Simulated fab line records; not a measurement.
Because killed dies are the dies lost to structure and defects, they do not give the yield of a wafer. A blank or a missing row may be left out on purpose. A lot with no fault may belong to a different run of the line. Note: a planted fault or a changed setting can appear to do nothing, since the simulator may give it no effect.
Struck lot and sound lot, side by side :: flow nand_harc :: 14 steps out of a route of 1159
Sound: the wafers L577.1, L577.2, L577.6. Struck: wafers L576.2, L576.5 (left out: L576.3, a lot-mate that was not struck); the cause follows at the end.
Per side, at each step with rows, come the tool, then ch with its chambers, and then its first start. Under that, the readings that differ: sound wafers :: struck wafers :: difference of the means :: sigmas: that difference in standard deviations of wafers without a fault.
alike: words and numbers the same on both sides, and readings whose means are apart by under 2 such deviations; not compared: readings that were withheld, readings missing a value for some wafer, numbers with overlapping values and no deviation given by the record, and bounds like >300 which may hide the same value.
A row with sigmas, a row that says differs or no value, or rows on one side alone: a step with any of these is where the two part. When numbers do not overlap yet have no deviation, they are printed without sigmas and do not part them. A reading that every wafer of one side lacks parts them only if that side has two wafers or more.

first, 8 steps without rows for these wafers: NHARC_A_CONTACT_COAT_61 (time 75 s); NHARC_A_CONTACT_COAT_62 (time 65 s); NHARC_A_CONTACT_COAT_63 (resist thk 90 nm); NHARC_A_CONTACT_SOFTBAKE_64 (time 55 s); NHARC_A_CONTACT_EBR_65; NHARC_A_CONTACT_EXPOSE_66 (exposes mask A CC 2); NHARC_A_CONTACT_PEB_67 (peb time 65 s); NHARC_A_CONTACT_DEVELOP_68 (develop time 35 s).
NHARC_A_CONTACT_CD_MEAS_69: the cd target is 200 nm.
  sound on cd_sem-02 ch 0, day 20 10:16; struck on cd_sem-02 ch 0, day 20 18:34
  alike: cd_nm
NHARC_A_CONTACT_OVL_MEAS_70:
  sound on overlay-02, day 20 10:21; struck on overlay-01, day 20 18:39
  alike: overlay_x_nm, overlay_y_nm
NHARC_A_CONTACT_INSPECT_71:
  sound on defect_inspect-01, day 20 10:23; struck on defect_inspect-01, day 20 18:41
reading: raw_defect_count
sound: 10 13 13
struck: 57 47
difference: +40
sigmas: +3
NHARC_A_CONTACT_DESCUM_74: chemistry O2, time 3 s.
  sound on rie_diel-05 ch 1,2,3, day 20 10:29; struck on rie_diel-13 ch 2,3, day 20 18:46
  alike: drypump_motor_current_A, oes_product_au, rf_vpp_V, showerhead_plenum_p_Torr, throttle_valve_pct
  not compared: rf_hours_counter_h
NHARC_A_CONTACT_ETCH_75: etches the open film in CF4, target depth 39 nm, time 65 s.
  sound on rie_diel-05 ch 2,3, day 20 10:34; struck on rie_diel-13 ch 0, day 20 18:50
reading: oes_product_au (a.u.)
sound: 1.006 1.011 1.008
struck: 0.860 0.847
difference: -0.155
sigmas: -21

reading: throttle_valve_pct (%)
sound: 13.285 13.314 13.274
struck: 13.277 13.266
difference: -0.020
sigmas: -2
  alike: drypump_motor_current_A, rf_fwd_power_W, rf_vpp_V, showerhead_plenum_p_Torr
  not compared: rf_hours_counter_h
NHARC_A_CONTACT_ETCH_76: etches the open film in N2/H2, target depth 260 nm, time 475.3 s.
  sound: rie_diel-05 ch 2,3; struck: rie_diel-13 ch 2,3
  alike: drypump_motor_current_A, oes_product_au, rf_fwd_power_W, rf_vpp_V, showerhead_plenum_p_Torr, throttle_valve_pct
  not compared: rf_hours_counter_h

== WHERE THEY PART ==
Earliest at NHARC_A_CONTACT_INSPECT_71; latest, in this record, at NHARC_A_CONTACT_ETCH_75. Later steps at which nothing parts them and some readings are alike: NHARC_A_CONTACT_ETCH_76.

WHY: the cause the simulator had injected
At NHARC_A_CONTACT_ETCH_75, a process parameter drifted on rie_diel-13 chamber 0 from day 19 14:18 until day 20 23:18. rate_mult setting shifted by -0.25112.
